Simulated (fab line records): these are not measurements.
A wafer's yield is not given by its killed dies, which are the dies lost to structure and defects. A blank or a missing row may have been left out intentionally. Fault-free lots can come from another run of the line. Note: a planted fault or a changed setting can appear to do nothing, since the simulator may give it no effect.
fab line records	flow nand_harc	part 1 of 2: steps 1 to 4 of 6
record lots=22	wafers=66	last_day=34
route steps=1302 shown A_STAIRCASE@733
lots that met no fault: from a run of the same line without faults
start_h: hours from the record's opening day to when the first of the lot's shown wafers began	wait_h: hours from the lot's prior step to this one	" repeats the value in the row above	L1.1+2: one row covering several wafers at once	- no value, or no start was given	* or withheld: withheld	< > ~ a bound
route shown NAME@n: NAME is a module with steps in the file, n the number in the route of the first one	usual: mean/standard deviation taken from wafers without a fault	same: alike in all rows	chamber/n: place in a boat	sites: each site's reading	_std_site: standard deviation across them	_edge_site: outer sites' mean less inner sites'	radius_mm: how far each site lies from the wafer's centre	mask NAME#n: copy n	behind: tool/chamber where the wafer was last shaped	hold: reason for holding the lot/hours on hold/outcome of the hold	device: names the non-switching transistor (n, p or np)	end of line: the same wafers' tests at the end of the route	where a step has no rows: the recipe by itself	killed: dies lost to structure and defects at the first sort, not the wafer's yield	map: dies across one wafer; x = killed, . = not, _ = none there
set.NAME: the setting as run; set.NAME@STEP: as run at that earlier step	model.NAME: the simulator's own value behind a step, which no gauge read
steps of the route over a sample of lots; a table a step, a row a wafer
services: from which hour (start_h, from the record's first day; less than 0 if before it) a tool's chamber was out of use, for how many hours, and why
## steps
# step NHARC_A_STAIRCASE_DESCUM_219
# recipe time_s=3	o2_flow_sccm=200	ar_flow_sccm=0	bias_power_w=0	chemistry=O2
# usual drypump_motor_current_A=5.7/0.49	oes_product_au=1.005/0.013	rf_vpp_V=57.9/0.85	showerhead_plenum_p_Torr=1.92/0.096	throttle_valve_pct=11.311/0.0082
# same bias_power_w=0
lot.wafer	tool	chamber	start_h	wait_h	drypump_motor_current_A	oes_product_au	rf_hours_counter_h	rf_vpp_V	showerhead_plenum_p_Torr	throttle_valve_pct
L074.1	rie_diel-03	3	352.83	-	5.8	1.012	17	58.9	1.90	11.307
L074.6	"	2	"	"	6.2	0.993	-	58.2	1.77	11.311
L074.5	"	3	"	"	5.8	1.012	-	58.7	1.90	11.300
L075.1	rie_diel-07	3	371.51	-	5.8	1.028	20	57.1	2.03	11.317
L075.2	"	2	"	"	5.9	1.030	21	57.3	1.98	11.312
L075.6	"	0	"	"	5.9	0.995	-	58.7	2.05	11.317
L076.2	rie_diel-03	1	381.83	-	6.3	1.000	26	59.0	1.98	11.318
L076.5	"	1	"	"	6.3	0.986	-	57.9	1.98	11.323
L076.4	"	3	"	"	5.8	1.000	-	58.3	1.90	11.316
L077.1	rie_diel-01	3	400.54	-	4.9	0.991	3	58.0	1.82	11.312
L077.3	"	0	"	"	5.1	0.996	3	58.0	2.04	11.317
L077.6	"	1	"	"	6.0	1.011	-	56.2	1.89	11.292
L080.3	rie_diel-07	2	416.02	-	5.9	1.027	34	58.6	1.98	11.310
L080.4	"	3	"	"	5.8	1.021	31	59.6	2.02	11.318
L080.5	"	2	"	"	5.9	1.038	-	57.6	1.98	11.309
L081.1	rie_diel-01	3	436.75	-	4.9	0.988	16	57.4	1.82	11.332
L081.2	"	0	"	"	5.1	1.013	14	59.6	2.03	11.306
L081.6	"	0	"	"	5.1	1.007	-	58.2	2.03	11.324
L082.2	rie_diel-03	1	447.80	-	6.3	1.006	50	57.8	1.97	11.308
L082.1	"	3	"	"	5.8	1.027	46	58.0	1.89	11.321
L082.6	"	0	"	"	4.8	1.016	-	56.0	1.88	11.298
L083.3	rie_diel-01	3	463.73	-	4.9	1.008	24	57.8	1.82	11.311
L083.4	"	2	"	"	5.4	0.994	25	57.5	1.78	11.314
L083.5	"	0	"	"	5.1	1.007	-	59.3	2.03	11.322
L085.2	rie_diel-01	3	474.71	-	5.0	1.005	31	58.0	1.81	11.320
L085.5	"	2	"	"	5.4	1.022	-	56.4	1.78	11.316
L085.6	"	3	"	"	5.0	0.999	-	57.6	1.81	11.317
L084.3	rie_diel-01	1	477.03	-	6.0	1.001	29	57.3	1.88	11.306
L084.2	"	0	"	"	5.1	1.009	29	58.1	2.03	11.320
L084.5	"	1	"	"	6.0	1.004	-	58.2	1.88	11.323
L086.3	rie_diel-03	2	482.82	-	6.2	0.997	10	58.3	2.07	11.312
L086.4	"	0	"	"	4.8	0.995	-	57.1	1.87	11.325
L086.5	"	3	"	"	5.8	1.028	-	59.8	1.89	11.302
L088.2	rie_diel-01	1	494.27	-	6.1	1.019	37	57.1	1.88	11.300
L088.3	"	3	"	"	4.9	1.002	39	58.1	1.81	11.304
L088.5	"	1	"	"	6.1	1.006	-	57.8	1.88	11.327
L087.2	rie_diel-03	1	495.52	-	6.3	1.010	8	57.8	1.97	11.307
L087.1	"	2	"	"	6.2	0.988	12	59.9	2.07	11.319
L087.5	"	1	"	"	6.3	1.005	-	59.6	1.97	11.323
L089.2	rie_diel-01	1	500.93	-	6.0	1.009	38	57.4	1.88	11.306
L089.4	"	2	"	"	5.4	1.007	41	56.0	1.78	11.305
L089.6	"	0	"	"	5.1	0.994	-	57.3	2.02	11.307
L090.3	rie_diel-01	2	514.32	-	5.4	0.995	46	56.9	1.78	11.303
L090.1	"	3	"	"	4.9	1.010	45	57.2	1.81	11.314
L090.6	"	1	"	"	6.1	1.017	-	58.6	1.87	11.313
L091.1	rie_diel-03	2	524.74	-	6.2	0.995	22	58.5	2.07	11.316
L091.2	"	1	"	"	6.3	1.008	16	58.0	1.96	11.307
L091.5	"	3	"	"	5.8	1.038	-	57.2	1.88	11.294
L093.1	rie_diel-03	0	547.10	-	4.8	0.998	26	57.4	1.87	11.310
L093.3	"	1	"	"	6.3	1.005	21	58.3	1.96	11.315
L093.6	"	0	"	"	4.8	0.996	-	57.9	1.87	11.311
L092.1	rie_diel-07	0	547.58	-	5.9	0.990	26	57.4	2.03	11.314
L092.3	"	2	"	"	5.9	0.992	28	58.6	1.96	11.308
L092.6	"	0	"	"	5.9	0.979	-	58.9	2.03	11.305
L094.1	rie_diel-03	0	558.50	-	4.8	1.002	29	57.4	1.87	11.316
L094.4	"	2	"	"	6.2	0.987	35	58.6	2.06	11.311
L094.5	"	1	"	"	6.3	0.998	-	56.9	1.96	11.320
L095.1	rie_diel-07	2	567.58	-	5.9	0.994	34	58.7	1.96	11.316
L095.3	"	0	"	"	5.9	0.976	34	59.2	2.03	11.313
L095.6	"	3	"	"	5.9	1.006	-	58.6	2.01	11.305
L096.2	rie_diel-03	2	590.48	-	6.2	0.990	44	58.3	2.06	11.319
L096.4	"	3	"	"	5.8	1.024	38	57.6	1.88	11.316
L096.6	"	2	"	"	6.2	0.982	-	58.7	2.06	11.306
L097.3	rie_diel-03	1	600.74	-	6.3	1.019	40	57.2	1.96	11.317
L097.1	"	0	"	"	4.9	1.004	43	56.7	1.86	11.300
L097.5	"	1	"	"	6.3	1.006	-	57.6	1.96	11.317
# step NHARC_A_STAIRCASE_TRIM_229
# recipe time_s=211.2	o2_flow_sccm=500	ar_flow_sccm=0	bias_w=0	chemistry=O2
# usual drypump_motor_current_A=5.7/0.46	oes_product_au=1.006/0.013	rf_vpp_V=57.8/0.91	showerhead_plenum_p_Torr=3.55/0.16	throttle_valve_pct=17.036/0.0092
lot.wafer	tool	chamber	start_h	wait_h	drypump_motor_current_A	oes_product_au	rf_hours_counter_h	rf_vpp_V	showerhead_plenum_p_Torr	throttle_valve_pct
L074.1	rie_diel-07	0	354.04	0.1	5.9	1.000	14	57.9	3.76	17.039
L074.5	"	2	"	"	5.9	1.013	-	56.6	3.64	17.043
L074.6	"	3	"	"	5.9	1.040	-	58.6	3.72	17.034
L075.2	rie_diel-03	2	372.71	0.2	6.2	1.013	22	56.1	3.28	17.022
L075.1	"	3	"	"	5.8	1.024	22	56.8	3.50	17.048
L075.6	"	1	"	"	6.3	1.006	-	58.8	3.64	17.028
L076.2	rie_diel-03	3	383.14	0.1	5.8	1.016	27	57.5	3.50	17.041
L076.4	"	3	"	"	5.8	1.011	-	57.2	3.50	17.059
L076.5	"	0	"	"	4.8	1.006	-	57.6	3.48	17.025
L077.3	rie_diel-01	0	401.65	0.1	5.1	0.993	3	57.7	3.74	17.033
L077.1	"	2	"	"	5.4	0.992	3	55.9	3.31	17.039
L077.6	"	3	"	"	5.0	0.985	-	57.1	3.37	17.039
L080.3	rie_diel-07	0	417.17	0.1	5.9	1.016	30	58.2	3.75	17.041
L080.4	"	1	"	"	5.4	1.008	34	57.6	3.30	17.044
L080.5	"	3	"	"	5.8	1.026	-	57.6	3.72	17.028
L081.2	rie_diel-07	0	437.89	0.1	5.9	0.999	37	59.3	3.75	17.043
L081.1	"	2	"	"	5.9	1.022	41	58.3	3.63	17.034
L081.6	"	0	"	"	6.0	0.991	-	57.7	3.75	17.046
L082.1	rie_diel-03	0	448.92	0.1	4.8	1.010	46	57.5	3.47	17.031
L082.2	"	2	"	"	6.2	1.004	43	57.9	3.27	17.034
L082.6	"	0	"	"	4.8	0.992	-	57.1	3.47	17.025
L083.4	rie_diel-01	0	465.31	0.1	5.1	1.002	22	57.9	3.73	17.026
L083.3	"	1	"	"	6.0	1.010	23	57.2	3.47	17.045
L083.5	"	1	"	"	6.0	1.010	-	57.6	3.47	17.039
L085.2	rie_diel-03	3	476.13	0.1	5.8	1.034	2	57.1	3.48	17.039
L085.6	"	2	"	"	6.2	0.992	-	58.2	3.80	17.042
L085.5	"	3	"	"	5.8	1.034	-	59.5	3.49	17.028
L084.2	rie_diel-01	2	478.18	0.1	5.4	1.006	32	58.3	3.30	17.019
L084.3	"	3	"	"	5.0	1.001	32	57.1	3.35	17.042
L084.5	"	0	"	"	5.1	0.999	-	58.8	3.72	17.033
L086.3	rie_diel-01	2	484.09	0.1	5.4	1.003	34	58.1	3.30	17.032
L086.4	"	0	"	"	5.1	1.011	32	57.9	3.72	17.029
L086.5	"	2	"	"	5.4	1.007	-	56.6	3.30	17.023
L088.3	rie_diel-03	3	495.59	0.1	5.8	1.038	9	56.9	3.48	17.022
L088.2	"	0	"	"	4.8	0.992	13	58.7	3.46	17.045
L088.5	"	3	"	"	5.8	1.029	-	57.5	3.48	17.032
L087.1	rie_diel-01	1	496.98	0.1	6.0	0.998	37	57.6	3.46	17.014
L087.2	"	2	"	"	5.4	1.000	40	56.3	3.30	17.031
L087.5	"	0	"	"	5.1	0.992	-	58.6	3.72	17.030
L089.2	rie_diel-07	2	502.04	0.1	5.9	1.022	10	59.5	3.62	17.032
L089.4	"	3	"	"	5.8	1.007	9	57.3	3.70	17.042
L089.6	"	2	"	"	5.9	1.009	-	59.1	3.62	17.038
L090.1	rie_diel-03	0	516.79	0.1	4.8	0.993	19	56.7	3.46	17.041
L090.3	"	1	"	"	6.3	1.008	14	57.6	3.61	17.047
L090.6	"	0	"	"	4.8	0.998	-	58.6	3.46	17.036
L091.2	rie_diel-01	0	525.85	0.1	5.1	0.997	45	58.2	3.71	17.022
L091.1	"	3	"	"	5.0	1.003	49	56.9	3.35	17.045
L091.5	"	0	"	"	5.1	0.997	-	58.3	3.71	17.024
L093.1	rie_diel-01	2	548.20	0.1	5.4	0.995	58	56.2	3.29	17.023
L093.3	"	3	"	"	5.0	0.991	54	58.7	3.34	17.033
L093.6	"	2	"	"	5.4	0.996	-	57.0	3.29	17.034
L092.3	rie_diel-07	0	548.88	0.1	5.9	0.982	27	57.9	3.73	17.039
L092.1	"	2	"	"	5.9	1.007	29	58.2	3.61	17.042
L092.6	"	2	"	"	5.9	0.997	-	57.6	3.61	17.041
L094.4	rie_diel-07	0	559.69	0.1	5.9	0.991	29	58.8	3.73	17.038
L094.1	"	2	"	"	5.9	1.001	32	57.4	3.61	17.038
L094.5	"	1	"	"	5.4	1.007	-	57.4	3.28	17.038
L095.3	rie_diel-07	1	569.84	0.1	5.5	1.010	30	57.2	3.28	17.044
L095.1	"	2	"	"	5.9	0.988	36	57.9	3.61	17.022
L095.6	"	0	"	"	5.9	0.995	-	58.5	3.72	17.051
L096.4	rie_diel-03	0	592.04	0.1	4.8	1.008	40	57.5	3.44	17.036
L096.2	"	2	"	"	6.2	0.984	44	58.9	3.78	17.032
L096.6	"	0	"	"	4.8	1.000	-	57.8	3.44	17.038
L097.3	rie_diel-03	1	601.89	0.1	6.3	1.019	40	58.0	3.60	17.030
L097.1	"	2	"	"	6.2	0.980	47	59.5	3.78	17.042
L097.5	"	0	"	"	4.8	1.009	-	56.7	3.44	17.041
# step NHARC_A_STAIRCASE_ETCH_236
# recipe target_depth_a=1000	time_s=40.5	ion_energy_ev=400	c4f8_flow_sccm=20	o2_flow_sccm=10	ar_flow_sccm=withheld	rf_w=600	bias_w=1000	chemistry=C4F8/O2
# usual oes_product_au=0.947/0.013	rf_vpp_V=897/6.1
lot.wafer	tool	chamber	start_h	wait_h	oes_product_au	rf_hours_counter_h	rf_vpp_V
L074.1	rie_diel-07	0	-	-	0.927	15	905
L074.6	"	0	"	"	0.923	-	904
L074.5	"	1	"	"	0.923	-	889
L075.2	rie_diel-03	0	-	-	0.945	21	895
L075.1	"	1	"	"	0.930	22	900
L075.6	"	3	"	"	0.942	-	896
L076.2	rie_diel-03	3	-	-	0.953	28	894
L076.4	"	3	"	"	0.965	-	895
L076.5	"	0	"	"	0.947	-	893
L077.1	rie_diel-01	1	-	-	0.950	3	896
L077.3	"	2	"	"	0.940	3	889
L077.6	"	0	"	"	0.935	-	903
L080.4	rie_diel-07	0	-	-	0.929	31	904
L080.3	"	2	"	"	0.959	35	900
L080.5	"	3	"	"	0.943	-	901
L081.1	rie_diel-07	2	-	-	0.961	41	902
L081.2	"	0	"	"	0.961	37	905
L081.6	"	3	"	"	0.966	-	903
L082.1	rie_diel-03	0	-	-	0.966	46	893
L082.2	"	1	"	"	0.951	51	899
L082.6	"	0	"	"	0.965	-	893
L083.4	rie_diel-01	3	-	-	0.948	25	890
L083.3	"	0	"	"	0.948	23	903
L083.5	"	1	"	"	0.942	-	894
L085.2	rie_diel-03	2	-	-	0.931	6	905
L085.5	"	0	"	"	0.943	-	893
L085.6	"	2	"	"	0.941	-	906
L084.2	rie_diel-01	3	-	-	0.947	33	889
L084.3	"	1	"	"	0.943	30	894
L084.5	"	3	"	"	0.946	-	890
L086.4	rie_diel-01	3	-	-	0.937	35	889
L086.3	"	0	"	"	0.930	32	902
L086.5	"	1	"	"	0.940	-	894
L088.3	rie_diel-03	0	-	-	0.951	14	893
L088.2	"	1	"	"	0.941	9	899
L088.5	"	3	"	"	0.964	-	893
L087.1	rie_diel-01	2	-	-	0.968	41	888
L087.2	"	0	"	"	0.947	37	902
L087.5	"	1	"	"	0.956	-	893
L089.4	rie_diel-07	0	-	-	0.944	9	903
L089.2	"	1	"	"	0.954	9	886
L089.6	"	3	"	"	0.951	-	901
L090.1	rie_diel-03	1	-	-	0.960	15	900
L090.3	"	2	"	"	0.934	20	906
L090.6	"	1	"	"	0.947	-	900
L091.2	rie_diel-01	0	-	-	0.934	46	901
L091.1	"	2	"	"	0.955	51	886
L091.5	"	0	"	"	0.932	-	903
L093.1	rie_diel-01	1	-	-	0.935	55	894
L093.3	"	3	"	"	0.946	55	888
L093.6	"	0	"	"	0.932	-	904
L092.3	rie_diel-07	2	-	-	0.939	29	899
L092.1	"	3	"	"	0.948	27	903
L092.6	"	0	"	"	0.938	-	905
L094.1	rie_diel-07	1	-	-	0.935	26	886
L094.4	"	3	"	"	0.955	29	901
L094.5	"	2	"	"	0.937	-	898
L095.3	rie_diel-07	0	-	-	0.935	35	902
L095.1	"	2	"	"	0.951	36	899
L095.6	"	0	"	"	0.932	-	903
L096.4	rie_diel-03	1	-	-	0.962	38	898
L096.2	"	2	"	"	0.947	45	904
L096.6	"	3	"	"	0.969	-	893
L097.1	rie_diel-03	2	-	-	0.943	47	905
L097.3	"	0	"	"	0.945	44	893
L097.5	"	3	"	"	0.972	-	895
# step NHARC_A_STAIRCASE_HM_OPEN_460
# recipe o2_flow_sccm=400	cos_flow_sccm=20	ar_flow_sccm=0	rf_w=500	bias_w=300	chemistry=O2/COS
# usual cos_flow_sccm=19.99/0.061	drypump_motor_current_A=5.6/0.5	oes_product_au=1.003/0.013	rf_vpp_V=467/3.3	showerhead_plenum_p_Torr=3.13/0.15	throttle_valve_pct=28.329/0.01
lot.wafer	tool	chamber	start_h	wait_h	cos_flow_sccm	drypump_motor_current_A	oes_product_au	rf_hours_counter_h	rf_vpp_V	showerhead_plenum_p_Torr	throttle_valve_pct
L074.1	rie_diel-01	0	-	-	20.08	5.1	0.988	54	472	3.31	28.328
L074.5	"	2	"	"	19.99	5.4	1.001	-	463	2.93	28.317
L074.6	"	3	"	"	19.96	5.0	0.981	-	464	2.98	28.345
L075.2	rie_diel-03	1	-	-	19.94	6.3	1.008	27	469	3.22	28.325
L075.1	"	3	"	"	19.92	5.8	1.021	28	467	3.09	28.322
L075.6	"	0	"	"	19.91	4.8	1.012	-	465	3.08	28.318
L076.2	rie_diel-07	0	-	-	20.03	5.9	0.998	25	472	3.33	28.328
L076.4	"	1	"	"	20.06	5.5	0.998	29	463	2.92	28.331
L076.5	"	0	"	"	20.04	5.9	0.992	-	471	3.33	28.337
L077.3	rie_diel-01	2	-	-	20.01	5.4	1.006	11	462	2.93	28.329
L077.1	"	3	"	"	19.86	4.9	0.996	9	465	2.98	28.333
L077.6	"	1	"	"	19.93	6.0	1.009	-	467	3.08	28.321
L080.4	rie_diel-01	1	-	-	20.02	6.0	0.995	14	465	3.08	28.343
L080.3	"	2	"	"	19.95	5.4	0.997	16	463	2.92	28.322
L080.5	"	3	"	"	19.95	5.0	0.991	-	463	2.97	28.333
L081.1	rie_diel-01	2	-	-	19.93	5.4	1.004	23	463	2.92	28.335
L081.2	"	3	"	"	20.01	5.0	0.992	21	463	2.97	28.344
L081.6	"	1	"	"	19.89	6.0	1.009	-	466	3.07	28.326
L082.2	rie_diel-07	1	-	-	20.01	5.5	0.999	45	462	2.91	28.351
L082.1	"	2	"	"	20.05	5.9	1.031	47	468	3.21	28.315
L082.6	"	0	"	"	20.03	5.9	1.008	-	471	3.32	28.327
L083.3	rie_diel-01	0	-	-	20.09	5.1	0.999	30	473	3.30	28.312
L083.4	"	1	"	"	20.04	6.0	1.003	30	465	3.07	28.330
L083.5	"	2	"	"	19.96	5.4	1.013	-	462	2.92	28.343
L085.2	rie_diel-01	0	-	-	19.97	5.2	0.988	35	469	3.29	28.324
L085.5	"	1	"	"	20.06	6.1	0.997	-	466	3.07	28.337
L085.6	"	2	"	"	19.94	5.4	1.001	-	462	2.91	28.320
L084.2	rie_diel-03	0	-	-	20.02	4.8	1.001	13	466	3.06	28.329
L084.3	"	1	"	"	20.03	6.3	1.011	8	468	3.20	28.335
L084.5	"	2	"	"	20.01	6.2	0.981	-	472	3.37	28.325
L086.3	rie_diel-07	3	-	-	19.97	5.9	1.014	8	471	3.28	28.338
L086.4	"	1	"	"	19.88	5.4	1.011	8	463	2.91	28.315
L086.5	"	2	"	"	19.93	5.9	1.014	-	470	3.20	28.333
L088.3	rie_diel-07	1	-	-	19.99	5.5	0.994	13	463	2.91	28.324
L088.2	"	2	"	"	19.97	5.9	1.014	12	471	3.20	28.330
L088.5	"	3	"	"	20.02	5.8	1.008	-	471	3.28	28.337
L087.1	rie_diel-03	1	-	-	20.17	6.3	1.003	12	469	3.20	28.321
L087.2	"	2	"	"	20.03	6.2	0.987	15	472	3.36	28.324
L087.5	"	2	"	"	19.98	6.2	0.981	-	472	3.37	28.339
L089.4	rie_diel-01	1	-	-	19.88	6.0	0.996	43	466	3.06	28.332
L089.2	"	2	"	"	20.03	5.5	1.012	47	463	2.91	28.317
L089.6	"	3	"	"	20.01	5.0	1.007	-	464	2.96	28.344
L090.3	rie_diel-03	0	-	-	20.05	4.8	0.998	21	466	3.06	28.331
L090.1	"	1	"	"	20.04	6.3	1.001	17	470	3.20	28.335
L090.6	"	0	"	"	19.95	4.8	0.995	-	466	3.06	28.340
L091.2	rie_diel-07	3	-	-	20.04	5.8	1.015	23	471	3.27	28.339
L091.1	"	0	"	"	19.97	5.9	0.992	24	471	3.30	28.325
L091.5	"	2	"	"	19.99	5.9	0.997	-	468	3.20	28.328
L093.3	rie_diel-03	2	-	-	19.97	6.2	0.987	37	472	3.35	28.306
L093.1	"	0	"	"	20.06	4.8	1.001	31	466	3.05	28.329
L093.6	"	2	"	"	19.91	6.2	0.971	-	472	3.35	28.320
L092.1	rie_diel-03	2	-	-	20.04	6.2	0.993	38	471	3.35	28.328
L092.3	"	0	"	"	19.94	4.8	1.003	32	465	3.05	28.322
L092.6	"	2	"	"	20.07	6.2	1.000	-	472	3.35	28.336
L094.1	rie_diel-01	1	-	-	20.05	6.1	0.988	4	466	3.05	28.344
L094.4	"	0	"	"	19.99	5.1	1.013	4	470	3.28	28.341
L094.5	"	2	"	"	20.04	5.4	0.999	-	473	3.37	28.328
L095.3	rie_diel-03	3	-	-	20.07	5.8	1.009	37	465	3.07	28.318
L095.1	"	2	"	"	20.02	6.2	0.981	43	472	3.35	28.338
L095.6	"	0	"	"	19.92	4.8	0.996	-	466	3.05	28.311
L096.2	rie_diel-01	1	-	-	20.01	6.0	1.003	14	466	3.05	28.329
L096.6	"	0	"	"	19.99	5.1	1.017	-	471	3.28	28.332
L096.4	"	1	"	"	20.07	6.1	1.008	-	466	3.05	28.325
L097.1	rie_diel-01	3	-	-	20.03	5.0	0.995	14	465	2.95	28.329
L097.3	"	0	"	"	19.95	5.1	1.020	17	472	3.27	28.329
L097.5	"	3	"	"	19.99	4.9	0.994	-	463	2.95	28.335
